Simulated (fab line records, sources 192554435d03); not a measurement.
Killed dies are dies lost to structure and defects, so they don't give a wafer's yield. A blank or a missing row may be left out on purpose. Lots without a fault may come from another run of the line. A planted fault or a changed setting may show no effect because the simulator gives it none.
Chamber matching | flow n5_finfet | N5_SD_EPI_N_ETCH_35 on rie_diel-04: 4 sister chambers
The step etches SOC in N2/H2, overetch 108 nm, time 486 s. 14 wafers are shown with their chamber, then 7 later ones without.

WAFERS WITH THEIR CHAMBER
wafer  | chamber | throttle_valve_pct (%) | showerhead_plenum_p_Torr (Torr) | drypump_motor_current_A (A)
L076.1 | 2       | 24.5                   | 2.56                            | 6.1
L076.3 | 0       | 23.9                   | 2.64                            | 6.3
L076.5 | 1       | 23.8                   | 2.63                            | 6.5
L077.1 | 1       | 23.8                   | 2.62                            | 6.4
L077.2 | 0       | 23.9                   | 2.63                            | 6.3
L077.5 | 1       | 23.8                   | 2.62                            | 6.4
L078.1 | 3       | 24.0                   | 2.55                            | 6.3
L078.3 | 0       | 23.9                   | 2.63                            | 6.3
L078.5 | 3       | 24.0                   | 2.55                            | 6.3
L086.1 | 0       | 23.9                   | 2.63                            | 6.3
L086.2 | 1       | 23.9                   | 2.62                            | 6.4
L086.6 | 3       | 24.0                   | 2.54                            | 6.2
L090.3 | 2       | 24.5                   | 2.55                            | 6.0
L090.4 | 3       | 24.0                   | 2.53                            | 6.3

SIGNATURES (means of the wafers above)
reading                  | chamber 0 | chamber 1 | chamber 2 | chamber 3 | scatter within a chamber
throttle_valve_pct       | 23.900    | 23.825    | 24.500    | 24.000    | 0.0274
showerhead_plenum_p_Torr | 2.6325    | 2.6225    | 2.5550    | 2.5425    | 0.00689
drypump_motor_current_A  | 6.300     | 6.425     | 6.050     | 6.275     | 0.0447
Rule: a wafer's distance from a chamber is the root of the sum, over the readings, of the square of ((its reading less the chamber's mean) divided by the reading's scatter). The wafer belongs to the nearest chamber; if the next one is less than 2 further off, it can't be placed. The scatter: the root of (the sum of the squares of (reading less its chamber's mean) over the shown wafers, divided by (wafers less chambers)).

WAFERS WITHOUT THEIR CHAMBER
wafer  | throttle_valve_pct (%) | showerhead_plenum_p_Torr (Torr) | drypump_motor_current_A (A)
L090.6 | 23.9                   | 2.61                            | 6.5
L091.1 | 24.0                   | 2.53                            | 6.2
L091.2 | 24.5                   | 2.55                            | 6.0
L091.6 | 23.9                   | 2.61                            | 6.5
L094.1 | 23.9                   | 2.61                            | 6.4
L094.4 | 23.9                   | 2.62                            | 6.2
L094.6 | 23.9                   | 2.62                            | 6.2

WHICH CHAMBER EACH WENT THROUGH
wafer  | from the rows above     | in truth
L090.6 | can't be placed: 1 or 0 | 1
L091.1 | 3                       | 3
L091.2 | 2                       | 2
L091.6 | can't be placed: 1 or 0 | 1
L094.1 | can't be placed: 1 or 0 | 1
L094.4 | 0                       | 0
L094.6 | 0                       | 0
Placed correctly: 4 of 7. Can't be placed from these rows: 3 (the true chamber is among the candidates in 3). Placed wrongly: 0.
